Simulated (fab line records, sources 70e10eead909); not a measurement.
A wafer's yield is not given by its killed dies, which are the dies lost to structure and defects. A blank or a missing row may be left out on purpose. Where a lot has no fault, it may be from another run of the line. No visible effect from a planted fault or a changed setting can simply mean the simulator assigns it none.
Matching of chambers ; flow nand harc ; rie diel-13 running NHARC_A_CHANNEL_HOLE_D1_DESCUM_15: 4 sister chambers
The step chemistry O2, time 3 s. 4 wafers are shown with their chamber, then 7 later ones without.

== WAFERS, EACH WITH ITS CHAMBER ==
wafer;chamber;drypump motor current A (A)
L078.6;3;5.6
L081.6;0;6.0
L091.2;2;5.7
L091.4;1;5.6

== WAFERS WITH NO CHAMBER GIVEN ==
wafer;drypump motor current A (A)
L091.6;6.0
L092.2;5.6
L092.3;5.8
L092.6;5.6
L097.3;5.7
L097.4;5.9
L097.6;5.7

== WHICH CHAMBER EACH WENT THROUGH ==
wafer;from the rows above;in truth
L091.6;0;0
L092.2;can't be placed: 1 or 3 or 2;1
L092.3;can't be placed: 2 or 0 or 1 or 3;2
L092.6;can't be placed: 1 or 3 or 2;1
L097.3;can't be placed: 2 or 1 or 3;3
L097.4;can't be placed: 0 or 2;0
L097.6;can't be placed: 2 or 1 or 3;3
Correct placement for 1 of the 7. Can't be placed from these rows: 6 (the true chamber is among the candidates in 6). Number placed wrongly: 0.
How it was worked out, from the rows above alone: a wafer's distance from a chamber is the root of the sum, over the readings, of the square of ((its reading less the chamber's mean) divided by the reading's scatter). The wafer belongs to the nearest chamber; if the next one is less than 2 further off, it can't be placed. A chamber's mean is the mean of its shown wafers. The scatter: with one shown wafer a chamber, the root of the mean of the squares of how far each hidden wafer lies from its nearest shown one.
